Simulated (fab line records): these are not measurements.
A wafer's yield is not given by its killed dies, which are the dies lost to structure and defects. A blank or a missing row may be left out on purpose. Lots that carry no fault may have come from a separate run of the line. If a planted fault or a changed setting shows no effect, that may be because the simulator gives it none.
Matching of chambers	flow n5-finfet	rie-diel-02 running N5_BEOL_M0_CUTY_DESCUM_61: 4 sister chambers
The step chemistry O2, time 7.9 s. 18 wafers are shown with their chamber, then 9 later ones without.

WAFERS WITH THEIR CHAMBER
wafer	chamber	showerhead-plenum-p-Torr (Torr)	drypump-motor-current-A (A)	throttle-valve-pct (%)
L075.3	2	2.17	5.8	20.12
L075.4	0	2.00	6.1	20.27
L075.6	0	2.00	6.1	20.25
L080.1	1	2.09	5.2	20.30
L080.2	2	2.17	5.8	20.12
L080.6	2	2.17	5.8	20.14
L081.1	1	2.09	5.2	20.30
L081.4	3	2.16	4.9	20.66
L081.6	2	2.17	5.8	20.14
L082.2	0	1.99	6.1	20.28
L082.4	3	2.16	4.9	20.67
L082.5	2	2.17	5.8	20.13
L087.3	3	2.16	4.9	20.67
L087.4	0	1.99	6.1	20.30
L087.6	3	2.16	4.8	20.68
L088.1	2	2.16	5.8	20.17
L088.3	0	1.99	6.2	20.30
L088.4	1	2.09	5.2	20.32

SIGNATURES, as means of the wafers listed above
reading	chamber 0	chamber 1	chamber 2	chamber 3	scatter within a chamber
showerhead-plenum-p-Torr	1.9940	2.0900	2.1683	2.1600	0.00381
drypump-motor-current-A	6.120	5.200	5.800	4.875	0.0333
throttle-valve-pct	20.2800	20.3067	20.1367	20.6700	0.0169
Rule: a wafer lies at a distance from a chamber equal to the root of the sum of squares, over the readings, of (its reading less the chamber's mean, divided by the reading's scatter). The wafer belongs to the nearest chamber; if the next one is less than 2 further off, it can't be placed. The scatter: the root of (the sum of the squares of (reading less its chamber's mean) over the shown wafers, divided by (wafers less chambers)).

WAFERS WITHOUT THEIR CHAMBER
wafer	showerhead-plenum-p-Torr (Torr)	drypump-motor-current-A (A)	throttle-valve-pct (%)
L090.1	2.16	4.9	20.67
L090.2	2.16	5.8	20.16
L090.4	2.09	5.2	20.33
L091.4	2.16	4.9	20.69
L091.5	2.09	5.2	20.34
L091.6	1.99	6.1	20.31
L096.3	2.08	5.2	20.35
L096.5	2.15	4.8	20.71
L096.6	2.16	5.8	20.19

CHAMBER TAKEN BY EACH
wafer	from the rows above	in truth
L090.1	3	3
L090.2	2	2
L090.4	1	1
L091.4	3	3
L091.5	1	1
L091.6	0	0
L096.3	1	1
L096.5	3	3
L096.6	2	2
Correctly placed: 9 of 9. Not placeable from these rows: 0. Wrongly placed: 0.
